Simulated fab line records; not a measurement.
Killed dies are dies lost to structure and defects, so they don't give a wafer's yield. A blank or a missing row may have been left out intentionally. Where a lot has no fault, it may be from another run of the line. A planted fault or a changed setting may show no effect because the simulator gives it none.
Split-lot experiment	flow n5 finfet	on a route of 1938 steps: 7 lots, 21 wafers read

## ON THE SPLIT
At N5_MIM_BOT_ETCH_ETCH_00 (etches TiN in Cl2/BCl3, target depth 45.5 nm), the setting bias w was moved away from the recipe's 126 W on 5 of the 21 wafers read, by -15.3% to +17.1%. For the rest of the wafers, this setting stayed at what the recipe calls for.

The split's own step is where the reading is taken.

## THE READING
etch.depth nm (the simulator's own value, which no gauge read), in nm, at N5_MIM_BOT_ETCH_ETCH_00 (etches TiN in Cl2/BCl3, target depth 45.5 nm). There is no usual value for it anywhere in the file. Here, 16 wafers ran the recipe; their average is 45.89 nm with a standard deviation of 0.51 nm.

wafer	tool, chamber at the split	bias w as run, W	against the recipe	etch.depth nm, nm	against lot-mates on the recipe
L075.1	rie metal-01, 0	126	recipe	45.28	-
L075.5	rie metal-01, 1	142.8	+13.3%	46.89	+1.62
L075.6	rie metal-01, 0	126	recipe	45.25	-
L077.2	rie metal-01, 0	126	recipe	45.89	-
L077.4	rie metal-01, 1	126	recipe	44.78	-
L077.5	rie metal-01, 0	106.7	-15.3%	42.97	-2.37
L081.2	rie metal-02, 0	126	recipe	45.94	-
L081.4	rie metal-02, 0	126	recipe	46.2	-
L081.6	rie metal-02, 1	126	recipe	47.01	-
L090.4	rie metal-01, 1	126	recipe	45.91	-
L090.5	rie metal-01, 0	143	+13.5%	48.7	+3.02
L090.6	rie metal-01, 1	126	recipe	45.46	-
L091.3	rie metal-02, 1	126	recipe	45.96	-
L091.5	rie metal-02, 0	126	recipe	45.94	-
L091.6	rie metal-02, 1	126	recipe	46.3	-
L092.1	rie metal-02, 1	113.7	-9.8%	44.86	-1.42
L092.3	rie metal-02, 0	126	recipe	46	-
L092.4	rie metal-02, 1	126	recipe	46.57	-
L093.1	rie metal-02, 0	126	recipe	45.9	-
L093.3	rie metal-02, 1	147.6	+17.1%	48.87	+2.99
L093.6	rie metal-02, 0	126	recipe	45.86	-

THE FIT
A straight line over all 21 wafers: etch.depth nm changes by +0.16 nm for each +1% of bias w; r = +0.89; the points scatter about the line by 0.58 nm.
The same after taking each lot's own level away (the mean of its wafers on the recipe; 21 wafers): +0.166 nm for each +1%; r = +0.95; scatter 0.37 nm.
On that fit, the largest move of bias w shifts the reading by 2.8 nm.
Across the lots, their own levels run from 45.265 to 46.383 nm, a range of 2.2 times the standard deviation given above.
Hence the lot-to-lot level has little effect on the slope; both slopes agree.
Check: for one of the wafers moved furthest among these (+17.1%), held out of the fit, the line's prediction against its lot-mates is +2.82 nm. Against them it came out at +2.99 nm.

## THESE WAFERS: OTHER SPLITS
Note: prior to the reading, these wafers also went through further splits. Each is held against what the fit with the lots' levels taken away leaves over:
other split on the same wafers	wafers away from the commonest value	r with etch.depth nm (lot level and that fit taken away)
N5_BEOL_M11_PEB_26 peb time s	7	-0.24
N5_BEOL_M11_TRENCH_ETCH_37 bias w	9	-0.14
N5_BEOL_M12_ETCH_68 time s	8	-0.01
N5_BEOL_M13_COAT_65 spin rpm	7	+0.30
N5_BEOL_M13_SPUTTER_44 power w	12	-0.22
N5_BEOL_M15_COAT_60 spin rpm	2	-0.12
N5_BEOL_M15_ETCH_61 bias w	6	-0.28

## THE FILE'S OWN FIT
etch.depth nm changes by +0.166 nm for each +1% of bias w, r = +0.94.
